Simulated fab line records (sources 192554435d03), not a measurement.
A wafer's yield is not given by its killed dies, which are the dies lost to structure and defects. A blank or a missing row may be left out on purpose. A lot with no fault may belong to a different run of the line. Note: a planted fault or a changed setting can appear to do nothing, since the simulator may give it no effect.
Matching of chambers | flow n5 finfet | 4 sister chambers for N5_BEOL_M14_CMP_49 on cmp-04
The step polishes, stops on SiO2, t overpolish 5.2 s, target thk 560 nm. 4 wafers are shown with their chamber, then 10 later ones without.

WAFERS, EACH WITH ITS CHAMBER
wafer  | chamber | motor current A (A)
L091.4 | 3       | 7.4
L091.5 | 2       | 10.0
L093.3 | 1       | 9.9
L093.4 | 0       | 8.1

WAFERS WITH NO CHAMBER GIVEN
wafer  | motor current A (A)
L093.6 | 8.2
L096.3 | 9.7
L096.5 | 9.7
L096.6 | 7.9
L097.1 | 9.6
L097.2 | 10.1
L097.5 | 10.4
L095.1 | 10.3
L095.4 | 7.5
L095.6 | 9.6

THE CHAMBER EACH PASSED THROUGH
wafer  | from the rows above     | in truth
L093.6 | 0                       | 0
L096.3 | can't be placed: 1 or 2 | 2
L096.5 | can't be placed: 1 or 2 | 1
L096.6 | can't be placed: 0 or 3 | 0
L097.1 | can't be placed: 1 or 2 | 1
L097.2 | can't be placed: 2 or 1 | 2
L097.5 | can't be placed: 2 or 1 | 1
L095.1 | can't be placed: 2 or 1 | 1
L095.4 | 3                       | 3
L095.6 | can't be placed: 1 or 2 | 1
Correct placement for 2 of the 10. Can't be placed from these rows: 8 (the true chamber is among the candidates in 8). Placed wrongly: 0.
How it was worked out, from the rows above alone: a wafer's distance from a chamber is the root of the sum, over the readings, of the square of ((its reading less the chamber's mean) divided by the reading's scatter). The wafer belongs to the nearest chamber; if the next one is less than 2 further off, it can't be placed. For every chamber, the mean is computed from those of its wafers that are shown. The scatter (one wafer shown for each chamber): square how far every hidden wafer sits from the nearest shown wafer, average those squares and take the square root.
